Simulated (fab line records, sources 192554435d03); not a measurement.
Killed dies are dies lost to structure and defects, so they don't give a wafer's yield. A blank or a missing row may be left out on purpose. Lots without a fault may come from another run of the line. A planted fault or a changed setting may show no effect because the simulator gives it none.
Chamber matching | flow n5_finfet | N5_GATE_CUT_PECVD_57 on pecvd-02: 3 sister chambers
The step deposits SiNx from SiH4/NH3/N2, target thk 21 nm. 3 wafers are shown with their chamber, then 7 later ones without.

WAFERS WITH THEIR CHAMBER
wafer  | chamber | throttle_valve_pct (%)
L079.2 | 0       | 43.9
L085.1 | 2       | 37.5
L085.4 | 1       | 41.7

WAFERS WITHOUT THEIR CHAMBER
wafer  | throttle_valve_pct (%)
L085.5 | 44.2
L090.2 | 37.7
L090.3 | 41.4
L090.5 | 41.5
L092.3 | 41.7
L092.5 | 44.7
L092.6 | 37.8

WHICH CHAMBER EACH WENT THROUGH
wafer  | from the rows above | in truth
L085.5 | 0                   | 0
L090.2 | 2                   | 2
L090.3 | 1                   | 1
L090.5 | 1                   | 1
L092.3 | 1                   | 1
L092.5 | 0                   | 0
L092.6 | 2                   | 2
Placed correctly: 7 of 7. Can't be placed from these rows: 0. Placed wrongly: 0.
How it was worked out, from the rows above alone: a wafer's distance from a chamber is the root of the sum, over the readings, of the square of ((its reading less the chamber's mean) divided by the reading's scatter). The wafer belongs to the nearest chamber; if the next one is less than 2 further off, it can't be placed. A chamber's mean is the mean of its shown wafers. The scatter: with one shown wafer a chamber, the root of the mean of the squares of how far each hidden wafer lies from its nearest shown one.
